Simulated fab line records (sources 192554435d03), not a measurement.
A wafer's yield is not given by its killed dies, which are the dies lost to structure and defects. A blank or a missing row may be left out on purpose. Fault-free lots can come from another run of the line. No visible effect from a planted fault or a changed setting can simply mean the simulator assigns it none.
Split-lot trial -- flow n5Finfet -- 21 wafers read from 7 lots, route of 1938 steps

## SPLIT DETAILS
At N5_BEOL_M13_SPUTTER_43 (material TaN, target thk 15 nm, time 24.19 s), the setting powerW was moved away from the recipe's 15000 W on 5 of the 21 wafers read, by -16.4% to -4.5%. For the rest of the wafers, this setting stayed at what the recipe calls for.

The split's own step is where the reading is taken.

## THE READING
TaN_of_BEOL_M13_SPUTTER_43.thkNm (the simulator's own value, which no gauge read), in nm, at N5_BEOL_M13_SPUTTER_43 (material TaN, target thk 15 nm, time 24.19 s). No usual value for it is given in the file. Across the 16 wafers here that went through the recipe, the average is 15.0 nm and the standard deviation 0.24 nm.

wafer,"tool, chamber at the split","powerW as run, W",against the recipe,"TaN_of_BEOL_M13_SPUTTER_43.thkNm, nm",against lot-mates on the recipe
L074.1,"pvdSputter-01, -",15000,recipe,14.6,-
L074.2,"pvdSputter-01, -",15000,recipe,14.6,-
L074.3,"pvdSputter-01, -",15000,recipe,14.6,-
L076.1,"pvdSputter-02, -",14320,-4.5%,14.4,-0.8
L076.2,"pvdSputter-02, -",15000,recipe,15.2,-
L076.4,"pvdSputter-02, -",15000,recipe,15.2,-
L078.2,"pvdSputter-02, -",15000,recipe,15.2,-
L078.6,"pvdSputter-02, -",15000,recipe,15.2,-
L078.3,"pvdSputter-02, -",13040,-13.1%,13.2,-2.0
L082.1,"pvdSputter-03, -",15000,recipe,14.8,-
L082.3,"pvdSputter-03, -",12790,-14.7%,12.8,-2.2
L082.4,"pvdSputter-03, -",15000,recipe,15.2,-
L084.2,"pvdSputter-03, -",14080,-6.1%,14.2,-1.0
L084.3,"pvdSputter-03, -",15000,recipe,15.2,-
L084.5,"pvdSputter-03, -",15000,recipe,15.2,-
L087.3,"pvdSputter-02, -",15000,recipe,15,-
L087.4,"pvdSputter-02, -",15000,recipe,15.2,-
L087.5,"pvdSputter-02, -",15000,recipe,15.2,-
L095.2,"pvdSputter-02, -",12540,-16.4%,12.8,-2.4
L095.4,"pvdSputter-02, -",15000,recipe,15.2,-
L095.5,"pvdSputter-02, -",15000,recipe,15.2,-

THE FIT
A straight line over all 21 wafers: TaN_of_BEOL_M13_SPUTTER_43.thkNm changes by +0.143 nm for each +1% of powerW; r = +0.96; the points scatter about the line by 0.22 nm.
The same after taking each lot's own level away (the mean of its wafers on the recipe; 21 wafers): +0.15 nm for each +1%; r = +0.99; scatter 0.083 nm.
That fit puts the effect of the largest move of powerW on the reading at 2.5 nm.
Measured against the standard deviation above, the lots' own levels, which go from 14.60 to 15.20 nm, span 2.5 times it.
The two slopes agree, so the slope changes little with the lot-to-lot level.
Check: for one of the wafers moved furthest among these (-16.4%), held out of the fit, the line's prediction against its lot-mates is -2.51 nm. It came out at -2.4 nm against them.

## OTHER SPLITS ON THESE WAFERS
Other splits were also applied to these wafers ahead of the reading. Each is held against what the fit with the lots' levels taken away leaves over:
other split on the same wafers,wafers away from the commonest value,r with TaN_of_BEOL_M13_SPUTTER_43.thkNm (lot level and that fit taken away)
N5_BEOL_M11_DESCUM_16 timeS,12,+0.04
N5_BEOL_M12_TRENCH_ETCH_34 timeS,7,+0.00
N5_BEOL_M12_SPUTTER_45 timeS,8,-0.05
N5_BEOL_M13_TRENCH_ETCH_34 timeS,9,-0.07

## THE FILE'S OWN FIT
TaN_of_BEOL_M13_SPUTTER_43.thkNm changes by +0.151 nm for each +1% of powerW, r = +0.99.
